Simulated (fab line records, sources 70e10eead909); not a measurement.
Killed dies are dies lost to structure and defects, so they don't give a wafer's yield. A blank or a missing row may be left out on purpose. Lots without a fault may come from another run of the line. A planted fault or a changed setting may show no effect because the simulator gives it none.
fab line records | flow nand_harc
record lots=24 wafers=72 last_day=33
route steps=1302 shown A_STAIRCASE@746
lots that met no fault: from a run of the same line without faults
start_h: hours from the record's first day to the start of the lot's first wafer shown | wait_h: hours since the lot's step before | " the same as in the row above | L1.1+2: a row that stands for several wafers | - no value, or no start given | * or withheld: withheld | < > ~ a bound
route shown NAME@n: a module of which the file shows steps, and the number in the route of the first | usual: mean/standard deviation of fault-free wafers | same: alike in all rows | chamber/n: place in a boat | sites: the reading at each site | _std_site: their standard deviation | _edge_site: outer sites' mean less inner sites' | radius_mm: how far each site lies from the wafer's centre | mask NAME#n: copy n | behind: the tool/chamber that last shaped the wafer | hold: why the lot was held/for how many hours/how that ended | device: the transistor (n, p or np) that didn't switch | end of line: the same wafers' tests at the end of the route | a step without rows: its recipe alone | killed: dies lost to structure and defects at the first sort, not the wafer's yield | map: a wafer's dies, x killed, . not, _ none there
set.NAME: the setting as run; set.NAME@STEP: as run at that earlier step | model.NAME: the simulator's own value behind a step, which no gauge read
steps of the route over a sample of lots; a table a step, a row a wafer
services: from which hour (start_h, from the record's first day; less than 0 if before it) a tool's chamber was out of use, for how many hours, and why
## steps
# step NHARC_A_STAIRCASE_ETCH_232
# recipe target_depth_a=1000 time_s=40.5 ion_energy_ev=400 c4f8_flow_sccm=20 o2_flow_sccm=10 ar_flow_sccm=withheld rf_w=600 bias_w=1000 chemistry=C4F8/O2
# usual bias_w=1000.0/2.9 oes_product_au=0.943/0.012 rf_vpp_V=896/4.3
# columns lot.wafer tool chamber start_h wait_h bias_w oes_product_au rf_hours_counter_h rf_vpp_V
L075.1 rie_diel-03 0 - - 1006.0 0.933 28 890
L075.4 " 1 " " 1002.5 0.947 - 891
L075.6 " 0 " " 1001.6 0.927 - 890
L074.1 rie_diel-10 2 - - 996.9 0.938 38 904
L074.2 " 3 " " 996.3 0.936 35 894
L074.5 " 0 " " 993.6 0.939 - 896
L076.2 rie_diel-10 2 - - 997.4 0.937 41 904
L076.3 " 3 " " 998.7 0.938 39 897
L076.4 " 0 " " 996.0 0.946 38 897
L077.2 rie_diel-09 3 - - 998.9 0.942 19 901
L077.1 " 1 " " 1004.0 0.928 16 902
L077.3 " 2 " " 1000.1 0.937 19 893
L078.2 rie_diel-03 2 - - 1003.8 0.941 25 901
L078.1 " 0 " " 998.7 0.948 34 889
L078.6 " 2 " " 1005.8 0.933 - 901
L079.2 rie_diel-03 2 - - 999.2 0.941 37 901
L079.6 " 2 " " 999.9 0.936 - 901
L079.5 " 3 " " 999.3 0.933 - 901
L080.1 rie_diel-10 3 - - 1002.2 0.935 1 895
L080.2 " 0 " " 1001.8 0.936 1 896
L080.4 " 1 " " 995.5 0.934 1 897
L081.3 rie_diel-09 3 - - 994.1 0.960 30 898
L081.1 " 0 " " 996.0 0.962 33 894
L081.5 " 0 " " 1005.6 0.961 - 894
L082.2 rie_diel-10 2 - - 1000.1 0.932 9 903
L082.4 " 3 " " 998.2 0.946 9 895
L082.5 " 0 " " 996.9 0.937 - 895
L083.2 rie_diel-03 3 - - 997.9 0.968 51 902
L083.1 " 0 " " 999.2 0.956 54 889
L083.4 " 1 " " 997.8 0.961 50 890
L084.4 rie_diel-09 1 - - 1002.3 0.934 42 901
L084.1 " 3 " " 998.5 0.935 40 898
L084.6 " 0 " " 1000.2 0.936 - 894
L086.1 rie_diel-10 0 - - 1000.5 0.946 21 896
L086.2 " 1 " " 1003.6 0.941 22 894
L086.5 " 2 " " 995.9 0.929 - 902
L087.2 rie_diel-03 3 - - 999.1 0.948 3 901
L087.5 " 2 " " 998.3 0.941 - 902
L087.6 " 3 " " 1000.9 0.950 - 900
L085.2 rie_diel-09 3 - - 997.9 0.963 46 898
L085.1 " 1 " " 996.2 0.928 49 900
L085.5 " 3 " " 997.8 0.947 - 898
L088.3 rie_diel-09 1 - - 999.6 0.935 56 898
L088.6 " 3 " " 1005.3 0.951 - 897
L088.5 " 0 " " 1000.7 0.968 - 892
L089.4 rie_diel-09 0 - - 998.3 0.944 1 893
L089.2 " 2 " " 1000.6 0.954 1 892
L089.5 " 3 " " 1000.9 0.982 - 899
L090.2 rie_diel-09 0 - - 996.7 0.963 7 892
L090.5 " 0 " " 1003.4 0.954 - 893
L090.6 " 1 " " 997.3 0.947 - 900
L092.1 rie_diel-03 0 - - 995.7 0.938 20 889
L092.4 " 1 " " 997.2 0.934 20 890
L092.6 " 3 " " 1006.2 0.935 - 900
L091.1 rie_diel-09 1 - - 998.6 0.937 8 900
L091.3 " 2 " " 999.7 0.934 9 892
L091.2 " 3 " " 999.3 0.942 11 898
L093.4 rie_diel-10 3 - - 1003.4 0.949 47 895
L093.6 " 2 " " 998.4 0.941 - 904
L093.5 " 3 " " 1000.7 0.942 - 894
L094.1 rie_diel-03 2 - - 1001.4 0.944 27 901
L094.3 " 3 " " 996.3 0.940 27 898
L094.6 " 1 " " 996.8 0.948 - 889
L095.4 rie_diel-09 3 - - 1001.7 0.935 19 896
L095.3 " 1 " " 1001.4 0.950 16 899
L095.5 " 3 " " 999.7 0.944 - 899
L096.1 rie_diel-10 0 - - 1002.8 0.938 59 895
L096.4 " 2 " " 1001.6 0.932 62 902
L096.6 " 1 " " 1000.2 0.932 - 894
L097.3 rie_diel-09 2 - - 1004.7 0.912 20 890
L097.4 " 3 " " 997.6 0.932 23 899
L097.6 " 0 " " 1000.0 0.933 - 893
# step NHARC_A_STAIRCASE_STRIP_254
# recipe power_w=1500 temp_c=250 chemistry=O2
# usual drypump_motor_current_A=5.2/0.44 heater_power_w=349/14
# columns lot.wafer tool chamber start_h wait_h drypump_motor_current_A heater_power_w rf_hours_counter_h
L075.1 plasma_asher-01 1 374.03 - 5.2 349 4
L075.4 " 0 " " 4.7 351 -
L075.6 " 1 " " 5.2 352 -
L074.2 plasma_asher-02 0 374.21 - 5.7 347 25
L074.1 " 1 " " 5.9 363 25
L074.5 " 1 " " 5.9 371 -
L076.2 plasma_asher-01 0 388.44 - 4.7 358 8
L076.3 " 1 " " 5.2 353 -
L076.4 " 0 " " 4.7 351 -
L077.1 plasma_asher-01 0 394.28 - 4.7 353 8
L077.2 " 1 " " 5.2 359 8
L077.3 " 0 " " 4.6 357 -
L078.2 plasma_asher-02 0 394.71 - 5.7 342 30
L078.1 " 1 " " 5.9 366 30
L078.6 " 0 " " 5.7 330 -
L079.2 plasma_asher-01 1 426.75 - 5.2 359 14
L079.6 " 1 " " 5.2 367 -
L079.5 " 0 " " 4.7 355 -
L080.2 plasma_asher-01 0 433.02 - 4.7 365 18
L080.1 " 1 " " 5.2 360 18
L080.4 " 0 " " 4.7 358 -
L081.1 plasma_asher-01 0 433.58 - 4.7 360 18
L081.3 " 1 " " 5.2 362 -
L081.5 " 1 " " 5.2 361 -
L082.2 plasma_asher-02 1 454.28 - 5.8 333 4
L082.4 " 1 " " 5.8 340 -
L082.5 " 0 " " 5.7 324 -
L083.1 plasma_asher-01 1 457.12 - 5.2 357 23
L083.2 " 0 " " 4.7 359 23
L083.4 " 0 " " 4.7 357 -
L084.1 plasma_asher-01 0 466.82 - 4.7 358 24
L084.4 " 0 " " 4.7 364 -
L084.6 " 0 " " 4.7 356 -
L086.2 plasma_asher-01 1 483.16 - 5.2 359 28
L086.1 " 0 " " 4.7 366 28
L086.5 " 0 " " 4.7 359 -
L087.2 plasma_asher-01 0 484.05 - 4.7 350 28
L087.5 " 1 " " 5.2 359 -
L087.6 " 0 " " 4.7 360 -
L085.1 plasma_asher-01 0 488.89 - 4.7 352 28
L085.2 " 1 " " 5.2 369 28
L085.5 " 0 " " 4.7 361 -
L088.3 plasma_asher-02 1 506.92 - 5.8 327 -
L088.5 " 0 " " 5.7 318 -
L088.6 " 1 " " 5.8 338 -
L089.2 plasma_asher-01 1 519.16 - 5.2 355 33
L089.4 " 1 " " 5.2 354 -
L089.5 " 1 " " 5.2 357 -
L090.2 plasma_asher-01 1 537.78 - 5.2 358 2
L090.6 " 1 " " 5.2 349 -
L090.5 " 0 " " 4.7 351 -
L092.1 plasma_asher-01 1 545.06 - 5.2 346 3
L092.4 " 0 " " 4.7 357 -
L092.6 " 0 " " 4.7 345 -
L091.1 plasma_asher-02 1 545.76 - 5.8 343 24
L091.2 " 0 " " 5.7 330 24
L091.3 " 1 " " 5.8 337 -
L093.4 plasma_asher-02 1 564.51 - 5.8 343 -
L093.6 " 1 " " 5.9 345 -
L093.5 " 0 " " 5.7 323 -
L094.1 plasma_asher-01 0 568.71 - 4.7 354 8
L094.3 " 1 " " 5.2 343 -
L094.6 " 0 " " 4.7 348 -
L095.4 plasma_asher-02 0 580.31 - 5.7 324 -
L095.3 " 1 " " 5.8 328 -
L095.5 " 0 " " 5.7 331 -
L096.1 plasma_asher-02 0 593.05 - 5.7 316 34
L096.4 " 0 " " 5.7 320 -
L096.6 " 0 " " 5.7 333 -
L097.3 plasma_asher-01 1 594.19 - 5.2 346 -
L097.4 " 0 " " 4.7 347 -
L097.6 " 0 " " 4.7 347 -
# step NHARC_A_STAIRCASE_HM_OPEN_460
# recipe o2_flow_sccm=400 cos_flow_sccm=20 ar_flow_sccm=0 rf_w=500 bias_w=300 chemistry=O2/COS
# usual bias_w=300.0/1 drypump_motor_current_A=5.7/0.5 oes_product_au=0.998/0.0086 rf_vpp_V=467.3/2.3 showerhead_plenum_p_Torr=3.13/0.11 throttle_valve_pct=28.329/0.0095
# columns lot.wafer tool chamber start_h wait_h bias_w drypump_motor_current_A oes_product_au rf_hours_counter_h rf_vpp_V showerhead_plenum_p_Torr throttle_valve_pct
L075.1 rie_diel-10 1 - - 300.3 6.4 1.007 39 467.4 3.13 28.336
L075.4 " 0 " " 299.9 5.5 1.013 40 468.8 3.15 28.321
L075.6 " 1 " " 300.6 6.4 0.994 - 467.4 3.13 28.350
L074.1 rie_diel-03 0 - - 299.4 5.9 0.992 33 463.0 2.95 28.322
L074.2 " 1 " " 300.3 5.7 1.000 30 464.1 2.99 28.335
L074.5 " 0 " " 298.8 6.0 0.989 - 464.0 2.95 28.325
L076.2 rie_diel-09 0 - - 297.6 5.2 1.002 23 467.7 3.07 28.319
L076.4 " 1 " " 299.4 6.0 0.999 20 469.3 3.24 28.335
L076.3 " 2 " " 299.7 5.2 1.007 23 465.1 3.03 28.331
L078.1 rie_diel-10 2 - - 301.2 6.1 0.997 51 469.8 3.32 28.332
L078.2 " 3 " " 298.8 4.7 0.989 49 467.8 3.10 28.316
L078.6 " 1 " " 301.9 6.4 0.998 - 467.7 3.12 28.325
L077.3 rie_diel-10 1 - - 301.2 6.4 0.997 46 465.2 3.12 28.334
L077.2 " 2 " " 299.6 6.1 0.998 53 469.5 3.31 28.319
L077.1 " 3 " " 299.7 4.7 1.008 51 466.6 3.10 28.337
L079.2 rie_diel-10 0 - - 300.0 5.5 0.999 2 466.2 3.14 28.334
L079.6 " 1 " " 300.3 6.4 0.987 - 468.4 3.12 28.338
L079.5 " 2 " " 298.4 6.1 0.995 - 471.5 3.31 28.333
L080.2 rie_diel-09 1 - - 300.2 6.0 0.993 35 469.0 3.23 28.327
L080.1 " 2 " " 298.5 5.2 1.002 36 464.8 3.02 28.334
L080.4 " 1 " " 299.7 6.0 1.004 - 470.1 3.23 28.324
L081.1 rie_diel-10 1 - - 299.4 6.4 0.991 7 466.4 3.12 28.321
L081.3 " 2 " " 301.4 6.1 0.988 8 471.6 3.31 28.343
L081.5 " 0 " " 300.1 5.5 0.993 - 468.2 3.14 28.338
L082.2 rie_diel-10 2 - - 299.9 6.1 0.989 17 470.7 3.30 28.307
L082.4 " 0 " " 300.2 5.4 0.999 16 466.4 3.13 28.347
L082.5 " 2 " " 299.6 6.1 0.981 - 470.4 3.30 28.333
L083.1 rie_diel-10 1 - - 301.3 6.4 1.000 19 466.2 3.11 28.319
L083.2 " 2 " " 301.2 6.1 0.985 19 470.1 3.30 28.337
L083.4 " 3 " " 298.4 4.7 1.004 18 465.0 3.09 28.334
L084.1 rie_diel-09 1 - - 299.5 6.0 0.992 49 469.8 3.23 28.322
L084.4 " 3 " " 299.9 5.6 1.010 46 468.1 3.18 28.313
L084.6 " 1 " " 300.6 6.0 0.985 - 469.3 3.23 28.324
L086.2 rie_diel-10 1 - - 299.2 6.4 0.987 26 466.8 3.11 28.329
L086.1 " 3 " " 299.2 4.7 0.991 24 466.0 3.09 28.320
L086.5 " 1 " " 299.9 6.5 0.991 - 466.4 3.11 28.310
L087.2 rie_diel-03 3 - - 299.5 5.9 0.997 6 468.4 3.23 28.325
L087.5 " 3 " " 298.7 5.9 0.999 - 469.0 3.23 28.315
L087.6 " 0 " " 299.6 6.0 1.005 - 464.4 2.94 28.338
L085.2 rie_diel-10 1 - - 299.0 6.5 0.985 27 468.0 3.11 28.325
L085.1 " 2 " " 300.7 6.0 1.002 26 471.9 3.30 28.323
L085.5 " 0 " " 299.8 5.5 0.999 - 465.8 3.13 28.322
L088.3 rie_diel-03 3 - - 300.5 5.9 1.001 13 468.9 3.23 28.338
L088.5 " 3 " " 300.2 5.9 1.005 - 467.7 3.23 28.340
L088.6 " 0 " " 299.9 6.0 1.010 - 462.4 2.94 28.337
L089.2 rie_diel-03 0 - - 301.7 6.0 1.004 16 464.5 2.93 28.325
L089.4 " 2 " " 297.9 5.4 1.001 18 467.7 3.23 28.334
L089.5 " 0 " " 300.8 6.0 1.007 - 462.8 2.93 28.335
L090.2 rie_diel-10 1 - - 299.0 6.4 1.004 40 466.0 3.10 28.325
L090.5 " 2 " " 300.2 6.1 0.990 - 470.2 3.29 28.327
L090.6 " 3 " " 301.0 4.7 0.981 - 465.0 3.08 28.322
L092.4 rie_diel-09 0 - - 299.2 5.2 1.009 10 466.1 3.05 28.324
L092.1 " 2 " " 299.6 5.2 0.994 11 464.5 3.01 28.332
L092.6 " 3 " " 300.4 5.6 1.000 - 467.9 3.17 28.335
L091.2 rie_diel-09 0 - - 301.0 5.2 1.005 12 464.0 3.05 28.326
L091.3 " 1 " " 300.2 6.0 0.992 11 468.2 3.22 28.323
L091.1 " 2 " " 300.0 5.2 0.981 12 463.8 3.01 28.315
L093.4 rie_diel-03 0 - - 301.4 6.0 1.006 31 463.9 2.93 28.320
L093.6 " 2 " " 299.3 5.4 1.002 - 469.4 3.23 28.314
L093.5 " 3 " " 302.3 5.9 1.001 - 470.9 3.22 28.325
L094.1 rie_diel-09 0 - - 300.9 5.2 1.002 20 467.0 3.05 28.332
L094.3 " 2 " " 301.7 5.2 0.988 17 464.2 3.01 28.334
L094.6 " 3 " " 298.8 5.6 0.993 - 468.6 3.17 28.337
L095.4 rie_diel-09 1 - - 299.6 6.0 1.000 19 468.7 3.21 28.317
L095.3 " 2 " " 300.9 5.2 0.983 20 465.5 3.01 28.341
L095.5 " 3 " " 298.2 5.6 1.003 - 468.3 3.17 28.330
L097.4 rie_diel-10 0 - - 299.2 5.4 0.989 0 466.3 3.11 28.315
L097.3 " 1 " " 299.4 6.5 0.990 0 465.9 3.09 28.332
L097.6 " 0 " " 298.8 5.4 1.002 - 466.6 3.11 28.328
L096.1 rie_diel-09 3 - - 302.1 5.6 1.001 31 469.6 3.16 28.325
L096.4 " 0 " " 299.1 5.2 1.007 30 464.5 3.05 28.330
L096.6 " 3 " " 301.3 5.6 0.997 - 468.3 3.16 28.335
# step NHARC_A_STAIRCASE_ETCH_294
# recipe target_depth_a=49890 time_s=1211.6 ion_energy_ev=800 c4f8_flow_sccm=80 o2_flow_sccm=60 ar_flow_sccm=withheld rf_w=600 bias_w=3000 chemistry=C4F8/O2/Ar
# usual bias_w=3000/10 oes_product_au=0.932/0.0099 rf_vpp_V=1827/8.4
# columns lot.wafer tool chamber start_h wait_h bias_w oes_product_au rf_hours_counter_h rf_vpp_V
L075.4 rie_diel-10 1 - - 3018 0.926 39 1826
L075.1 " 3 " " 3002 0.910 41 1824
L075.6 " 1 " " 3009 0.922 - 1827
L074.1 rie_diel-03 3 - - 3007 0.935 30 1836
L074.2 " 0 " " 3005 0.929 33 1813
L074.5 " 2 " " 2990 0.924 - 1837
L076.4 rie_diel-09 3 - - 3005 0.924 24 1833
L076.2 " 0 " " 2997 0.934 28 1822
L076.3 " 1 " " 2997 0.925 24 1837
L078.2 rie_diel-10 2 - - 3002 0.922 52 1842
L078.1 " 1 " " 2999 0.921 45 1828
L078.6 " 2 " " 3013 0.927 - 1842
L077.1 rie_diel-10 2 - - 2993 0.939 54 1842
L077.3 " 0 " " 3001 0.935 47 1828
L077.2 " 1 " " 3000 0.930 46 1827
L079.2 rie_diel-10 2 - - 2981 0.922 2 1843
L079.5 " 0 " " 2996 0.931 - 1829
L079.6 " 1 " " 2999 0.941 - 1827
L080.1 rie_diel-09 3 - - 3000 0.940 35 1832
L080.2 " 1 " " 2996 0.931 35 1836
L080.4 " 1 " " 3008 0.935 - 1836
L081.1 rie_diel-10 2 - - 3010 0.916 8 1843
L081.3 " 1 " " 2995 0.937 7 1825
L081.5 " 2 " " 3018 0.927 - 1842
L082.2 rie_diel-10 1 - - 3004 0.934 16 1828
L082.4 " 3 " " 3004 0.926 17 1824
L082.5 " 0 " " 3015 0.932 - 1828
L083.2 rie_diel-10 0 - - 2986 0.948 18 1828
L083.1 " 1 " " 2991 0.950 19 1826
L083.4 " 2 " " 2994 0.936 19 1842
L084.1 rie_diel-09 2 - - 2984 0.935 49 1817
L084.4 " 0 " " 2990 0.945 46 1823
L084.6 " 3 " " 2996 0.940 - 1831
L086.1 rie_diel-10 2 - - 3000 0.935 26 1841
L086.2 " 3 " " 3011 0.932 25 1825
L086.5 " 0 " " 2996 0.945 - 1827
L087.2 rie_diel-03 3 - - 3005 0.939 7 1836
L087.5 " 3 " " 3007 0.928 - 1836
L087.6 " 0 " " 3005 0.940 - 1812
L085.2 rie_diel-10 3 - - 2989 0.933 25 1824
L085.1 " 0 " " 3015 0.950 26 1828
L085.5 " 3 " " 2995 0.935 - 1825
L088.3 rie_diel-03 3 - - 3002 0.947 14 1834
L088.5 " 0 " " 3001 0.941 - 1811
L088.6 " 1 " " 3009 0.926 - 1816
L089.2 rie_diel-03 0 - - 3003 0.938 17 1810
L089.4 " 1 " " 3010 0.919 17 1815
L089.5 " 0 " " 3004 0.932 - 1811
L090.2 rie_diel-10 3 - - 2989 0.914 42 1825
L090.5 " 3 " " 2978 0.926 - 1822
L090.6 " 0 " " 3032 0.924 - 1826
L092.1 rie_diel-09 0 - - 3012 0.942 11 1821
L092.4 " 2 " " 2976 0.935 11 1818
L092.6 " 0 " " 2992 0.929 - 1822
L091.2 rie_diel-09 2 - - 3004 0.919 12 1817
L091.1 " 0 " " 2996 0.936 12 1820
L091.3 " 1 " " 2998 0.930 11 1834
L093.4 rie_diel-03 0 - - 2995 0.950 31 1810
L093.5 " 1 " " 3010 0.936 - 1814
L093.6 " 2 " " 3013 0.949 - 1836
L094.1 rie_diel-09 2 - - 3001 0.915 18 1817
L094.3 " 3 " " 2981 0.924 21 1831
L094.6 " 3 " " 2988 0.930 - 1830
L095.3 rie_diel-09 1 - - 2991 0.926 20 1834
L095.4 " 2 " " 3004 0.915 20 1817
L095.5 " 0 " " 3000 0.928 - 1821
L097.4 rie_diel-10 1 - - 2995 0.938 0 1824
L097.3 " 3 " " 2989 0.964 0 1823
L097.6 " 1 " " 2984 0.949 - 1825
L096.1 rie_diel-09 0 - - 2980 0.927 30 1819
L096.4 " 2 " " 2997 0.907 31 1817
L096.6 " 1 " " 3000 0.923 - 1832
# step NHARC_A_STAIRCASE_ETCH_315
# recipe target_depth_a=25000 time_s=607.1 ion_energy_ev=800 c4f8_flow_sccm=80 o2_flow_sccm=60 ar_flow_sccm=withheld rf_w=600 bias_w=3000 chemistry=C4F8/O2/Ar
# usual bias_w=3000/8.6 oes_product_au=0.930/0.0092 rf_vpp_V=1828/8.7
# columns lot.wafer tool chamber start_h wait_h bias_w oes_product_au rf_hours_counter_h rf_vpp_V
L075.4 rie_diel-09 0 - - 3003 0.928 22 1823
L075.1 " 3 " " 2993 0.935 20 1832
L075.6 " 0 " " 3004 0.928 - 1823
L074.1 rie_diel-09 0 - - 3014 0.949 22 1823
L074.2 " 2 " " 3010 0.940 21 1818
L074.5 " 1 " " 3002 0.926 - 1838
L076.3 rie_diel-10 1 - - 2992 0.946 47 1828
L076.2 " 2 " " 2995 0.936 54 1841
L076.4 " 3 " " 2993 0.932 52 1825
L078.2 rie_diel-09 3 - - 3009 0.929 26 1832
L078.1 " 0 " " 2997 0.942 29 1822
L078.6 " 2 " " 3000 0.924 - 1819
L077.2 rie_diel-09 0 - - 3016 0.947 29 1824
L077.1 " 1 " " 2992 0.938 26 1838
L077.3 " 2 " " 2982 0.944 28 1819
L079.2 rie_diel-09 3 - - 3000 0.937 34 1832
L079.5 " 2 " " 2988 0.937 - 1818
L079.6 " 3 " " 2991 0.930 - 1832
L080.2 rie_diel-09 1 - - 2998 0.929 36 1837
L080.1 " 3 " " 2997 0.943 36 1830
L080.4 " 0 " " 2987 0.957 34 1823
L081.3 rie_diel-03 2 - - 3003 0.916 47 1838
L081.1 " 0 " " 3002 0.922 53 1809
L081.5 " 3 " " 3003 0.931 - 1836
L082.2 rie_diel-03 0 - - 3009 0.952 2 1811
L082.4 " 2 " " 2996 0.943 2 1837
L082.5 " 0 " " 3002 0.955 - 1812
L083.4 rie_diel-10 2 - - 2994 0.922 23 1841
L083.1 " 3 " " 3002 0.926 22 1824
L083.2 " 0 " " 3006 0.934 22 1828
L084.4 rie_diel-03 3 - - 3007 0.935 4 1836
L084.1 " 1 " " 2991 0.911 4 1814
L084.6 " 2 " " 3000 0.935 - 1837
L086.2 rie_diel-03 2 - - 3002 0.939 6 1836
L086.1 " 0 " " 3011 0.937 7 1811
L086.5 " 1 " " 2988 0.922 - 1813
L087.2 rie_diel-10 2 - - 3000 0.928 31 1843
L087.5 " 2 " " 3012 0.926 - 1841
L087.6 " 3 " " 3010 0.925 - 1824
L085.1 rie_diel-10 0 - - 3010 0.925 29 1827
L085.2 " 2 " " 2990 0.923 31 1840
L085.5 " 0 " " 3013 0.925 - 1828
L088.3 rie_diel-10 0 - - 3000 0.936 33 1827
L088.5 " 1 " " 3003 0.921 - 1826
L088.6 " 2 " " 3003 0.918 - 1841
L089.2 rie_diel-09 2 - - 3002 0.916 6 1818
L089.5 " 2 " " 2992 0.919 - 1817
L089.4 " 1 " " 2987 0.928 - 1835
L090.2 rie_diel-09 0 - - 2997 0.936 10 1822
L090.6 " 0 " " 3010 0.936 - 1821
L090.5 " 1 " " 3003 0.921 - 1834
L092.1 rie_diel-09 1 - - 3005 0.912 10 1836
L092.6 " 1 " " 3010 0.912 - 1836
L092.4 " 0 " " 2995 0.926 - 1821
L091.1 rie_diel-03 2 - - 3010 0.935 29 1837
L091.3 " 3 " " 2977 0.932 29 1835
L091.2 " 0 " " 2994 0.931 29 1811
L093.4 rie_diel-10 1 - - 3004 0.924 60 1824
L093.5 " 0 " " 3007 0.928 - 1826
L093.6 " 1 " " 2990 0.932 - 1827
L094.1 rie_diel-09 3 - - 2998 0.938 23 1832
L094.3 " 0 " " 2996 0.921 22 1821
L094.6 " 2 " " 2984 0.920 - 1816
L095.4 rie_diel-09 3 - - 3006 0.925 24 1831
L095.3 " 1 " " 3013 0.920 20 1835
L095.5 " 2 " " 2989 0.912 - 1818
L097.4 rie_diel-09 2 - - 2994 0.924 31 1816
L097.3 " 3 " " 2992 0.941 32 1832
L097.6 " 2 " " 2995 0.921 - 1816
L096.4 rie_diel-09 0 - - 3010 0.940 32 1820
L096.1 " 1 " " 2999 0.920 32 1834
L096.6 " 0 " " 3015 0.945 - 1820
# step NHARC_A_STAIRCASE_DEP_417
# recipe target_thk_a=600 step_coverage_pct=20 temp_c=400 target_thk_nm=60 flow_sccm=200 rf_w=450 material=Si3N4
# usual heater_power_w=712/97
# columns lot.wafer tool chamber start_h wait_h heater_power_w since_wet_clean_h
L075.1 pecvd-02 2 399.52 - 702 159
L075.4 " 2 " " 705 -
L075.6 " 1 " " 667 -
L074.2 pecvd-02 2 400.86 - 806 161
L074.1 " 0 " " 662 161
L074.5 " 2 " " 813 -
L076.3 pecvd-03 1 416.88 - 640 38
L076.2 " 0 " " 678 38
L076.4 " 1 " " 640 -
L078.1 pecvd-03 0 418.49 - 603 39
L078.2 " 2 " " 772 40
L078.6 " 0 " " 601 -
L077.2 pecvd-03 0 422.91 - 604 44
L077.1 " 1 " " 590 44
L077.3 " 2 " " 784 44
L079.2 pecvd-01 0 450.34 - 912 126
L079.5 " 0 " " 895 -
L079.6 " 1 " " 911 -
L080.1 pecvd-01 1 453.44 - 939 129
L080.2 " 0 " " 844 129
L080.4 " 2 " " 574 -
L081.3 pecvd-02 1 456.85 - 767 35
L081.1 " 2 " " 716 35
L081.5 " 0 " " 684 -
L082.2 pecvd-03 0 479.61 - 591 101
L082.4 " 2 " " 803 -
L082.5 " 0 " " 591 -
L083.2 pecvd-02 1 489.00 - 647 67
L083.1 " 2 " " 759 68
L083.4 " 2 " " 741 -
L084.1 pecvd-02 2 496.93 - 758 75
L084.4 " 1 " " 713 -
L084.6 " 2 " " 738 -
L086.2 pecvd-02 1 506.85 - 784 85
L086.1 " 2 " " 767 85
L086.5 " 2 " " 792 -
L087.2 pecvd-02 2 511.42 - 719 90
L087.5 " 2 " " 739 -
L087.6 " 0 " " 613 -
L085.2 pecvd-01 0 511.57 - 823 6
L085.1 " 1 " " 890 6
L085.5 " 2 " " 568 -
L088.3 pecvd-01 0 529.19 - 760 24
L088.5 " 0 " " 781 -
L088.6 " 1 " " 903 -
L089.2 pecvd-03 1 540.96 - 652 162
L089.4 " 1 " " 660 -
L089.5 " 0 " " 617 -
L090.2 pecvd-02 1 557.73 - 750 136
L090.5 " 0 " " 616 -
L090.6 " 2 " " 800 -
L092.1 pecvd-03 2 564.67 - 787 5
L092.4 " 1 " " 634 -
L092.6 " 2 " " 783 -
L091.3 pecvd-02 2 579.38 - 805 158
L091.1 " 0 " " 677 158
L091.2 " 1 " " 753 158
L093.4 pecvd-03 2 590.98 - 778 -
L093.6 " 0 " " 682 -
L093.5 " 1 " " 606 -
L094.3 pecvd-03 1 594.59 - 691 35
L094.1 " 2 " " 781 35
L094.6 " 1 " " 676 -
L095.3 pecvd-01 1 601.69 - 858 96
L095.4 " 1 " " 848 -
L095.5 " 0 " " 807 -
L097.3 pecvd-01 0 615.55 - 755 110
L097.6 " 1 " " 871 -
L097.4 " 0 " " 768 -
L096.1 pecvd-02 1 619.20 - 686 17
L096.4 " 0 " " 672 -
L096.6 " 1 " " 668 -
## services
# columns tool chamber start_h hours kind
rie_diel-09 1 355.22 3.2 repair
pecvd-03 - 366.04 13.0 pm
rie_diel-10 1 369.32 8.0 repair
rie_diel-03 2 369.93 12.0 repair
rie_diel-03 3 370.39 2.1 repair
pecvd-02 - 372.54 2.8 repair
rie_diel-10 1 378.72 2.8 repair
rie_diel-09 - 387.69 0.7 repair
rie_diel-03 - 395.41 1.0 repair
rie_diel-03 1 403.32 2.8 repair
rie_diel-03 3 408.20 4.4 repair
pecvd-02 - 408.55 13.0 pm
plasma_asher-02 - 426.00 9.0 pm
rie_diel-09 0 431.92 13.8 repair
rie_diel-03 - 459.60 9.0 pm
pecvd-03 - 491.51 10.3 repair
rie_diel-09 - 502.82 9.0 pm
rie_diel-10 1 506.13 3.3 repair
plasma_asher-01 - 519.51 9.0 pm
rie_diel-09 - 533.00 1.8 repair
rie_diel-10 3 552.44 4.8 repair
rie_diel-10 1 565.58 7.9 repair
pecvd-02 - 589.55 13.0 pm
rie_diel-10 - 596.61 9.0 pm
## key
fault none
